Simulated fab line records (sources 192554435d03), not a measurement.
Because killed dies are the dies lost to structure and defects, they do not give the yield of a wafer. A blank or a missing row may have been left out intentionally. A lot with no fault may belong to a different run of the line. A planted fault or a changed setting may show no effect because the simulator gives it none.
Chamber matching -- flow n5-finfet -- N5_GATE_CUT_ETCH_28 on rie-diel-03 has 4 sister chambers
The step etches underlayer in N2/H2, target depth 13 nm, time 10.4 s. 8 wafers are shown with their chamber, then 9 later ones without.

== WAFERS, EACH WITH ITS CHAMBER ==
wafer,chamber,showerhead-plenum-p-Torr (Torr),drypump-motor-current-A (A)
L080.2,0,2.50,6.7
L081.2,2,2.46,5.3
L086.6,0,2.50,6.6
L088.1,3,2.50,5.4
L088.6,1,2.65,6.0
L089.1,3,2.50,5.4
L089.2,2,2.45,5.3
L089.4,1,2.65,5.9

== WAFERS WHOSE CHAMBER IS MISSING ==
wafer,showerhead-plenum-p-Torr (Torr),drypump-motor-current-A (A)
L090.2,2.65,6.0
L090.3,2.49,6.7
L090.5,2.65,6.0
L092.3,2.65,6.0
L092.5,2.45,5.3
L092.6,2.65,5.9
L094.1,2.45,5.3
L094.5,2.65,5.9
L094.6,2.45,5.3

== WHICH CHAMBER EACH WENT THROUGH ==
wafer,from the rows above,in truth
L090.2,1,1
L090.3,0,0
L090.5,1,1
L092.3,1,1
L092.5,2,2
L092.6,1,1
L094.1,2,2
L094.5,1,1
L094.6,2,2
9 of 9 placed correctly. Left unplaced by these rows: 0. 0 placed wrongly.
How it was worked out, from the rows above alone: a wafer's distance from a chamber is the root of the sum, over the readings, of the square of ((its reading less the chamber's mean) divided by the reading's scatter). The wafer belongs to the nearest chamber; if the next one is less than 2 further off, it can't be placed. The mean given for a chamber averages the wafers shown for that chamber. The scatter: take each reading less its chamber's mean, square it, sum over the shown wafers, divide by the number of wafers less the number of chambers, and take the root.
